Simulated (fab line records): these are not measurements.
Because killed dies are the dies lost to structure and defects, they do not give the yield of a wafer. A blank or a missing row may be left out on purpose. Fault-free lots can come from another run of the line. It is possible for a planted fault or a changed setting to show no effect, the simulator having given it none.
The tool behind it: which one? + flow nandHarc + 14 lots, 42 wafers sampled, at 2 steps of a route of 1159

== WHAT THE GAUGES READ, wafer by wafer ==
NHARC_A_SLIT_CD_MEAS_09 targets a cd of 300 nm. Usual: cdNm at 300.0 nm, with a standard deviation of 0.56.
| lot  | measured     | on       | cdNm (nm)         | flag |
|------|--------------|----------|-------------------|------|
| L349 | day 14 12:16 | cdSem-03 | 300.4 300.9 300.6 |      |
| L348 | day 14 15:32 | cdSem-01 | 300.2 300.3 300.6 |      |
| L351 | day 15 08:04 | cdSem-01 | 299.2 300.0 299.5 |      |
| L354 | day 15 10:27 | cdSem-02 | 299.6 299.4 300.0 |      |
| L353 | day 15 10:41 | cdSem-03 | 299.5 300.1 300.0 |      |
| L352 | day 15 10:52 | cdSem-02 | 300.4 300.8 300.0 |      |
| L355 | day 16 00:54 | cdSem-03 | 300.2 300.8 299.9 |      |
| L356 | day 16 14:31 | cdSem-03 | 299.5 299.8 299.6 |      |
| L357 | day 16 14:40 | cdSem-02 | 300.1 299.3 299.9 |      |
| L367 | day 19 00:50 | cdSem-02 | 300.5 301.0 300.0 |      |
| L368 | day 19 01:17 | cdSem-02 | 299.7 299.7 300.4 |      |
| L369 | day 19 01:54 | cdSem-03 | 298.3 299.4 300.0 |      |
| L366 | day 19 02:47 | cdSem-01 | 299.3 300.4 299.0 |      |
| L370 | day 19 21:13 | cdSem-01 | 300.1 299.0 298.6 |      |

NHARC_A_SLIT_OVL_MEAS_10. Usual: overlayXNm 0.3 nm, standard deviation 0.72; overlayYNm 0.3 nm, standard deviation 0.74.
| lot  | measured     | on         | overlayXNm (nm) | overlayYNm (nm) | flag |
|------|--------------|------------|-----------------|-----------------|------|
| L349 | day 14 12:21 | overlay-01 | 0.1 -0.2 0.0    | 0.5 0.2 -0.5    |      |
| L348 | day 14 15:38 | overlay-02 | -0.2 -0.1 0.1   | 0.1 -0.1 -0.3   |      |
| L351 | day 15 08:10 | overlay-01 | -0.3 0.4 -0.4   | 1.0 1.5 1.1     |      |
| L354 | day 15 10:32 | overlay-02 | 1.0 1.1 0.9     | 0.2 0.6 0.5     |      |
| L353 | day 15 10:46 | overlay-01 | 0.2 0.2 0.0     | -0.5 -0.3 0.3   |      |
| L352 | day 15 10:57 | overlay-02 | 1.8 1.3 0.9     | 1.8 1.5 1.4     |      |
| L355 | day 16 00:59 | overlay-02 | 0.4 0.1 -0.5    | 1.1 0.5 1.1     |      |
| L356 | day 16 14:37 | overlay-01 | -0.4 0.1 -0.1   | 0.2 0.1 -0.2    |      |
| L357 | day 16 14:46 | overlay-01 | 0.7 0.9 0.5     | 0.2 0.3 -0.4    |      |
| L367 | day 19 00:55 | overlay-01 | 1.4 0.9 1.3     | 0.9 1.1 0.4     |      |
| L368 | day 19 01:23 | overlay-02 | -0.5 -0.2 -0.5  | -0.3 -0.2 -0.2  |      |
| L369 | day 19 01:59 | overlay-01 | 0.2 -0.2 -0.9   | 0.5 -0.1 0.1    |      |
| L366 | day 19 02:52 | overlay-02 | -0.5 -0.9 -0.7  | 1.5 1.1 1.0     |      |
| L370 | day 19 21:19 | overlay-02 | -0.4 0.0 -0.6   | 0.1 -0.9 -0.1   |      |

== TOOL THAT RAN EACH LOT (tool first, then ch and the chambers of the sampled wafers, then the start) ==
No process step before these readings appears in the record.

== WHAT THE TOOLS THEMSELVES READ (means of the sampled wafers that have a number; where no wafer has one, the mark that the record gives instead) ==
The record holds no such reading with a usual standard deviation.

== THE ANSWER, worked out from the rows above alone ==
Rule: take the mean of a lot's wafers that have a number; if it is more than 3 standard deviations from the usual mean, the lot is off. Also off: a lot with no number at a reading for which 4 or more lots have one. All remaining lots with rows at the step are treated as sound. The gauges are gone through in route order, then the tools' own readings, and for those a lot's mean is taken as printed above. The first step at which some lot is off is used, and at that step the reading that is off furthest; a lot without a number counts as furthest.
No lot is off on any of the readings shown, so nothing can be concluded from this.

== WHAT THE SIMULATOR PUT IN ==
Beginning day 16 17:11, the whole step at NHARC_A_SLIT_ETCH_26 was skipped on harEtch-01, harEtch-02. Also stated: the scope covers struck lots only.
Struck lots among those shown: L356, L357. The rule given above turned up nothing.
